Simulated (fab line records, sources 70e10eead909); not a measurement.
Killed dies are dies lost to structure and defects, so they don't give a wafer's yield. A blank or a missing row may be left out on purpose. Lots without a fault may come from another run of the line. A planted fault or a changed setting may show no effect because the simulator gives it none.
Chamber matching | flow nand_harc | NHARC_A_BLC_ETCH_16 on rie_diel-13: 3 sister chambers
The step etches the open film in CF4, target depth 39 nm, time 65 s. 14 wafers are shown with their chamber, then 4 later ones without.

WAFERS WITH THEIR CHAMBER
wafer  | chamber | showerhead_plenum_p_Torr (Torr) | drypump_motor_current_A (A) | oes_product_au (a.u.)
L949.3 | 1       | 1.86                            | 5.71                        | 0.984
L949.4 | 1       | 1.86                            | 5.71                        | 0.992
L949.6 | 0       | 1.72                            | 5.66                        | 1.003
L956.1 | 0       | 1.72                            | 5.66                        | 1.023
L956.2 | 3       | 1.89                            | 6.16                        | 0.992
L956.5 | 3       | 1.89                            | 6.18                        | 1.004
L963.3 | 3       | 1.88                            | 6.21                        | 0.990
L963.4 | 1       | 1.86                            | 5.68                        | 1.022
L963.6 | 1       | 1.86                            | 5.72                        | 1.013
L965.1 | 0       | 1.72                            | 5.66                        | 1.026
L965.2 | 3       | 1.88                            | 6.19                        | 0.994
L965.6 | 0       | 1.72                            | 5.66                        | 1.028
L967.2 | 1       | 1.86                            | 5.68                        | 1.009
L967.3 | 0       | 1.72                            | 5.64                        | 1.025

SIGNATURES (means of the wafers above)
reading                  | chamber 0 | chamber 1 | chamber 3 | scatter within a chamber
showerhead_plenum_p_Torr | 1.7200    | 1.8600    | 1.8850    | 0.00302
drypump_motor_current_A  | 5.6560    | 5.7000    | 6.1850    | 0.0166
oes_product_au           | 1.02100   | 1.00400   | 0.99500   | 0.0117
Rule: a wafer's distance from a chamber is the root of the sum, over the readings, of the square of ((its reading less the chamber's mean) divided by the reading's scatter). The wafer belongs to the nearest chamber; if the next one is less than 2 further off, it can't be placed. The scatter: the root of (the sum of the squares of (reading less its chamber's mean) over the shown wafers, divided by (wafers less chambers)).

WAFERS WITHOUT THEIR CHAMBER
wafer  | showerhead_plenum_p_Torr (Torr) | drypump_motor_current_A (A) | oes_product_au (a.u.)
L967.6 | 1.86                            | 5.72                        | 1.004
L972.5 | 1.88                            | 6.18                        | 0.977
L971.1 | 1.86                            | 5.74                        | 1.000
L971.4 | 1.88                            | 6.15                        | 0.983

WHICH CHAMBER EACH WENT THROUGH
wafer  | from the rows above | in truth
L967.6 | 1                   | 1
L972.5 | 3                   | 3
L971.1 | 1                   | 1
L971.4 | 3                   | 3
Placed correctly: 4 of 4. Can't be placed from these rows: 0. Placed wrongly: 0.
